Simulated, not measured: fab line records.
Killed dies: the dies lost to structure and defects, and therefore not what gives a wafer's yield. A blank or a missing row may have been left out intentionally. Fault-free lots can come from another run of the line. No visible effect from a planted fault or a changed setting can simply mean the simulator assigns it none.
A struck lot beside a sound one || flow n5-finfet || 41 out of 1938 route steps
Sound: wafers L986.1, L986.4, L986.6. Wafers struck: L997.1, L997.2, L997.6. At the end, the cause is stated.
For every step that has rows: the tool of each side, followed by ch and its chambers, followed by its first start. Under that, the readings that differ: sound wafers || struck wafers || difference of the means || sigmas: that difference in standard deviations of wafers without a fault.
alike: a reading whose means differ by less than 2 such deviations, as well as words and numbers matching on both sides. not compared: withheld readings; readings where some wafer has no value; bounds like >300 that might hide an equal value; numbers whose values overlap and for which the record gives no deviation.
The two part at a step that has a row with sigmas, a row that says differs or no value, or rows on one side only. Numbers that have no deviation but don't overlap get no sigmas and don't part them. Lack of a reading on every wafer of one side parts them only where that side has two or more wafers.

first, 12 steps without rows for these wafers: N5_HKMG_FIN_STRIP_33 (strips in N2/H2); N5_HKMG_FIN_STRIP_34 (strips in CF4); N5_HKMG_FIN_ETCH_35 (etches SOC in N2/H2, target depth 215.8 nm, time 243.4 s); N5_HKMG_FIN_STRIP_92 (strips SOC in N2/H2, time 20 s); N5_HKMG_FIN_WET_ETCH_18 (etches TiN in SC1, time 55 s, target depth 5.2 nm, rinse time 30 s); N5_HKMG_FIN_STRIP_19 (strips in N2/H2, time 360 s); N5_HKMG_FIN_ALD_91 (deposits TiN, target thk 1 nm, pulse time 1 s, purge time 3 s); N5_HKMG_FIN_COAT_85 (time 60 s, resist thk 300 nm); N5_HKMG_FIN_ETCH_86 (etches SOC in N2/H2, stops on TiN, target depth 393.2 nm); N5_HKMG_FIN_STRIP_89 (strips SOC in N2/H2, time 20 s); N5_HKMG_FIN_WET_ETCH_87 (etches TiN in SC1, time 154.2 s, target depth 4.7 nm, rinse time 30 s); N5_HKMG_FIN_STRIP_88 (strips in N2/H2, time 360 s).
N5_HKMG_FIN_NWFM_ALD_20: deposits TiAlC, target thk 2 nm, pulse time 3 s, purge time 2 s.
  sound on ald-metal-03 ch 0,2,3, day 4 18:15; struck on ald-metal-04 ch 0,2, day 7 10:23
  no value came back on the struck wafers for any of 6 readings (ald-cycles, chamber-pressure-Torr (Torr) and others); on the sound wafers ald-cycles reads 7 7 7
then, 26 steps without rows for these wafers: N5_HKMG_FIN_ALD_71 (deposits TiN, target thk 1 nm, pulse time 1 s, purge time 3 s); N5_HKMG_FIN_COAT_66 (time 60 s, resist thk 300 nm); N5_HKMG_FIN_ETCH_67 (etches SOC in N2/H2, stops on TiN, target depth 388.9 nm); N5_HKMG_FIN_STRIP_90 (strips SOC in N2/H2, time 20 s); N5_HKMG_FIN_WET_ETCH_73 (etches the open film in SC1, time 42.3 s, target depth 1.3 nm, rinse time 30 s); N5_HKMG_FIN_ETCHBACK_68 (etches the open film in Cl2/Ar, stops on HfO2, target depth 0.5 nm); N5_HKMG_FIN_STRIP_69 (strips in N2/H2, time 360 s); N5_HKMG_FIN_ALD_21 (deposits TiN, target thk 1.5 nm, pulse time 1 s, purge time 3 s); N5_HKMG_FIN_ALD_72 (deposits W, target thk 2 nm, pulse time 1 s, purge time 2 s); N5_HKMG_FIN_W_FILL_22 (material W, target thk 60 nm, time 18.2 s); N5_HKMG_FIN_PRECLEAN_83 (cleans in DIW, time 57.5 s); N5_HKMG_FIN_SRD_84 (dry time 32 s); N5_HKMG_FIN_CMP_23 (polishes, stops on SiNx, t overpolish 10 s, target thk 46.326 nm); N5_HKMG_FIN_CMP_94 (polishes, stops on SiNx, t overpolish 4.7 s, target thk 43.299 nm); N5_GATE_CUT_ETCHBACK_00 (etches W in SF6/Cl2); N5_GATE_CUT_ETCH_56 (etches TiN in Cl2/Ar, target depth 21.6 nm); N5_GATE_CUT_ETCHBACK_30 (etches TiN in Cl2/Ar, target depth 3 nm); N5_GATE_CUT_VAPOR_ETCH_60 (etches HfO2 in BCl3/Cl2); N5_GATE_CUT_ETCH_58 (etches SiNx in CH3F/O2, target depth 17 nm, time 128.6 s); N5_GATE_CUT_STRIP_59 (strips in N2/H2, time 20 s); N5_GATE_CUT_PRECLEAN_31 (cleans in DIW, time 300 s); N5_GATE_CUT_SRD_32 (time 30 s); N5_GATE_CUT_SAC_CAP_01 (material SiNx, target thk 24 nm, pulse time 1 s, ald cycles 480); N5_GATE_CUT_PECVD_57 (deposits SiNx from SiH4/NH3/N2, target thk 21 nm); N5_GATE_CUT_CMP_02 (polishes, stops on SiO2, t overpolish 12.7 s, target thk 0 nm); N5_GATE_CUT_HM_DEP_46 (deposits SiO2 from TEOS/O2, target thk 130 nm, time 26.6 s).
-- record jumps: 4 days separate the struck wafers' starts on either side; left off in module GATE_CUT, taken up again in module BEOL_M4, whose first shown step is the route's number 1111 --
N5_BEOL_M4_RC_MEAS_101:
  sound on prober-01 ch 0, day 8 19:04; struck on prober-01 ch 0, day 11 06:30
{"reading": "IOFF_N (nA/um)", "sound": "0.174 0.150 0.143", "struck": "0.000 0.000 0.000", "difference": -0.156, "sigmas": -5}
{"reading": "IOFF_N_85C (nA/um)", "sound": "3.4 3.0 2.9", "struck": "0.0 0.0 0.0", "difference": -3.1, "sigmas": -7}
{"reading": "IOFF_N_LIN (nA/um)", "sound": "0.084 0.074 0.071", "struck": "0.000 0.000 0.000", "difference": -0.076, "sigmas": -7}
{"reading": "IOFF_N_LONG (nA/um)", "sound": "6.14e-05 6.03e-05 6.06e-05", "struck": "4.85e-05 4.76e-05 4.84e-05", "difference": -1.26e-05, "sigmas": -4}
{"reading": "IOFF_P (nA/um)", "sound": "0.23 0.21 0.21", "struck": "3.74 4.03 4.20", "difference": "+3.77", "sigmas": "+99 or more"}
{"reading": "IOFF_P_85C (nA/um)", "sound": "4.0 3.6 3.6", "struck": "39.8 42.8 44.2", "difference": "+38.5", "sigmas": "+80"}
{"reading": "IOFF_P_LIN (nA/um)", "sound": "0.112 0.102 0.102", "struck": "1.830 1.912 1.966", "difference": "+1.797", "sigmas": "+99 or more"}
{"reading": "IOFF_P_LONG (nA/um)", "sound": "0.000126 0.00012 0.000123", "struck": "0.001871 0.001855 0.001835", "difference": "+0.001731", "sigmas": "+99 or more"}
{"reading": "ION_N (uA/um)", "sound": "690 684 675", "struck": "94 94 93", "difference": -589, "sigmas": -54}
{"reading": "ION_P (uA/um)", "sound": "476 469 465", "struck": "577 585 579", "difference": "+110", "sigmas": "+16"}
{"reading": "VT_N (mV)", "sound": "246.6 249.3 249.5", "struck": "545.5 541.2 544.3", "difference": "+295.2", "sigmas": "+99 or more"}
{"reading": "VT_N_LONG (mV)", "sound": "273.4 272.2 271.8", "struck": "565.8 566.0 567.1", "difference": "+293.8", "sigmas": "+99 or more"}
{"reading": "VT_N_LVT (mV)", "sound": "95 98 97", "struck": "390 389 390", "difference": "+293", "sigmas": "+95"}
{"reading": "VT_P (mV)", "sound": "-248.7 -247.0 -247.9", "struck": "-168.2 -167.9 -167.3", "difference": "+80.1", "sigmas": "+29"}
{"reading": "VT_P_LONG (mV)", "sound": "-269 -272 -270", "struck": "-187 -189 -188", "difference": "+82", "sigmas": "+26"}
{"reading": "VT_P_LVT (mV)", "sound": "-95.4 -97.2 -96.3", "struck": "-14.1 -12.8 -12.7", "difference": "+83.1", "sigmas": "+30"}
  alike: DIBL_N, DIBL_P, SS_N, SS_P
-- the record jumps here: 5 days lie between the struck wafers' starts before and after (it left off in module BEOL_M4 and takes up again in module PASSIVATION, whose first step shown is number 1936 of the route) --
N5_PASSIVATION_PROBE_49:
  sound: prober-02 at day 13 02:13; struck: prober-01 at day 15 22:06
{"reading": "sort_bin_4_leakage (%)", "sound": "0 0 0", "struck": "90.25 92.71 92.29", "difference": "+91.75", "sigmas": ""}
{"reading": "sort-n-pass", "sound": "1062 1066 1072", "struck": "0 0 0", "difference": -1067, "sigmas": -59}
{"reading": "sort-yield-pct (%)", "sound": "90.0 90.3 90.8", "struck": "0 0 0", "difference": -90, "sigmas": -60}
  alike: defect-limited-yield, killed_at_M0_to_M3, killed_at_M4_up, killed-at-contacts, killed-at-front-end, killed-at-other, killed-dies, killed-open, killed-short, sort_bin_5_function, sort_bin_6_memory

WHERE THEY PART
At N5_HKMG_FIN_NWFM_ALD_20 first; at N5_PASSIVATION_PROBE_49 last (within this record only).

WHY: what the simulator had put in
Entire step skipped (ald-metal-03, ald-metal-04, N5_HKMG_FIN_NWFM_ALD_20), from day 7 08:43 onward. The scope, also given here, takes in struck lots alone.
